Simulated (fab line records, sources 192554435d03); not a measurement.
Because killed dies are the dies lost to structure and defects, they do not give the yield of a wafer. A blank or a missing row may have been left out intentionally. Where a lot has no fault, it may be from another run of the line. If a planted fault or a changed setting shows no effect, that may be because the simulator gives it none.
Comparing a struck lot with a sound one + flow n5-finfet + 15 steps out of a route of 1938
Sound: wafers L435.2, L435.3, L435.6. Struck: wafer L429.6. (L429.3, L429.5 of the same lot were not struck and are left out.) The cause comes at the end.
For every step that has rows: the tool of each side, followed by ch and its chambers, followed by its first start. Under that, the readings that differ: sound wafers + struck wafers + difference of the means + sigmas: that difference in standard deviations of wafers without a fault.
alike: readings with means less than 2 such deviations apart, plus words and numbers identical on both sides. not compared: withheld readings, readings lacking a value on some wafer, bounds such as >300 that could conceal the same value, and numbers that have no deviation in the record and whose values overlap.
A row with sigmas, a row that says differs or no value, or rows on one side alone: a step with any of these is where the two part. Numbers that don't overlap but have no deviation are shown without sigmas and don't part them. Lack of a reading on every wafer of one side parts them only where that side has two or more wafers.

first, 9 steps without rows for these wafers: N5_MOL_CONTACT_COAG_DEVELOP_83 (develop time 30 s); N5_MOL_CONTACT_COAG_DESCUM_88 (chemistry O2, time 7 s); N5_MOL_CONTACT_COAG_ETCH_89 (etches underlayer in N2/H2, target depth 13 nm, time 10.4 s); N5_MOL_CONTACT_COAG_ETCH_90 (etches SiARC in CF4, target depth 13 nm, time 21.7 s); N5_MOL_CONTACT_COAG_ALD_131 (deposits SiO2, target thk 5 nm, pulse time 1 s, co reactant pulse time 1 s); N5_MOL_CONTACT_COAG_ETCHBACK_132 (etches SiO2 in CHF3, target depth 10 nm, time 6.7 s); N5_MOL_CONTACT_COAG_ETCH_91 (etches SOC in N2/H2, target depth 60 nm, overetch 21 nm, time 101.2 s); N5_MOL_CONTACT_COAG_STRIP_92 (strips in N2/H2); N5_MOL_CONTACT_COAG_STRIP_93 (strips in N2/H2).
N5_MOL_CONTACT_COAG_ETCHBACK_135: etches SiO2 in CHF3, target depth 25 nm, time 16.7 s.
  sound on rie-diel-01 ch 2,3, day 10 08:41; struck on rie-diel-05 ch 3, day 8 14:28
| reading                                           | sound             | struck | difference | sigmas |
|---------------------------------------------------|-------------------|--------|------------|--------|
| oes-product-au (a.u.)                             | 0.82 0.77 0.77    | 1.19   | +0.40      | +5     |
| throttle-valve-pct (%)                            | 18.75 19.05 19.06 | 18.29  | -0.66      | -3     |
| model.SOC_of_MOL_CONTACT_COAG_COAT_75.thk-nm (nm) | 57.2 57.4 57.2    | 56.2   | -1.1       |        |
  alike: bias-w, drypump-motor-current-A, rf-vpp-V, showerhead-plenum-p-Torr
  not compared: rf-hours-counter-h
then, 1 step without rows for these wafers: N5_MOL_CONTACT_COAG_STRIP_118 (strips in CHF3).
N5_MOL_CONTACT_COAG_VIA_ETCH_46: etches SiO2 in C4F6/O2, target depth 46 nm, overetch 9.2 nm, time 40 s.
  sound on rie-diel-01 ch 2,3, day 10 08:43; struck on rie-diel-05 ch 3, day 8 14:30
| reading                                           | sound             | struck | difference | sigmas |
|---------------------------------------------------|-------------------|--------|------------|--------|
| bias-w (W)                                        | 455.4 454.6 452.0 | 457.1  | +3.1       | +2     |
| model.SOC_of_MOL_CONTACT_COAG_COAT_75.thk-nm (nm) | 50.8 50.8 50.6    | 49.4   | -1.3       |        |
  alike: drypump-motor-current-A, oes-product-au, rf-vpp-V, showerhead-plenum-p-Torr, throttle-valve-pct
  not compared: rf-hours-counter-h
then, 1 step without rows for these wafers: N5_MOL_CONTACT_COAG_STRIP_96 (strips in N2/H2).
-- the record jumps here: 5 days lie between the struck wafers' starts before and after (it left off in module MOL_CONTACT_COAG and takes up again in module BEOL_M4, whose first step shown is number 1111 of the route) --
N5_BEOL_M4_RC_MEAS_101:
  sound on prober-01 ch 0, day 13 21:08; struck on prober-01 ch 0, day 13 10:14
  alike: DIBL_N, DIBL_P, IOFF_N, IOFF_P, ION_N, ION_P, SS_N, SS_P, VT_N, VT_P
-- the record jumps here: 5 days lie between the struck wafers' starts before and after (it left off in module BEOL_M4 and takes up again in module PASSIVATION, whose first step shown is number 1936 of the route) --
N5_PASSIVATION_PROBE_49:
  sound: prober-01 at day 19 07:03; struck: prober-01 at day 18 14:16
  alike: defect-limited-yield, killed_at_M0_to_M3, killed_at_M4_up, killed-at-contacts, killed-at-front-end, killed-at-other, killed-dies, killed-open, killed-short, sort_bin_5_function, sort_bin_6_memory, sort-n-pass, sort-yield-pct

WHERE THEY PART
Earliest at N5_MOL_CONTACT_COAG_ETCHBACK_135; latest, in this record, at N5_MOL_CONTACT_COAG_VIA_ETCH_46. Later steps at which nothing parts them and some readings are alike: N5_BEOL_M4_RC_MEAS_101, N5_PASSIVATION_PROBE_49.

WHY: what the simulator had put in
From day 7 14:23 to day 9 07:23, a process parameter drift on rie-diel-05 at N5_MOL_CONTACT_COAG_ETCHBACK_135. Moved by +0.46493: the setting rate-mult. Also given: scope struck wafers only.
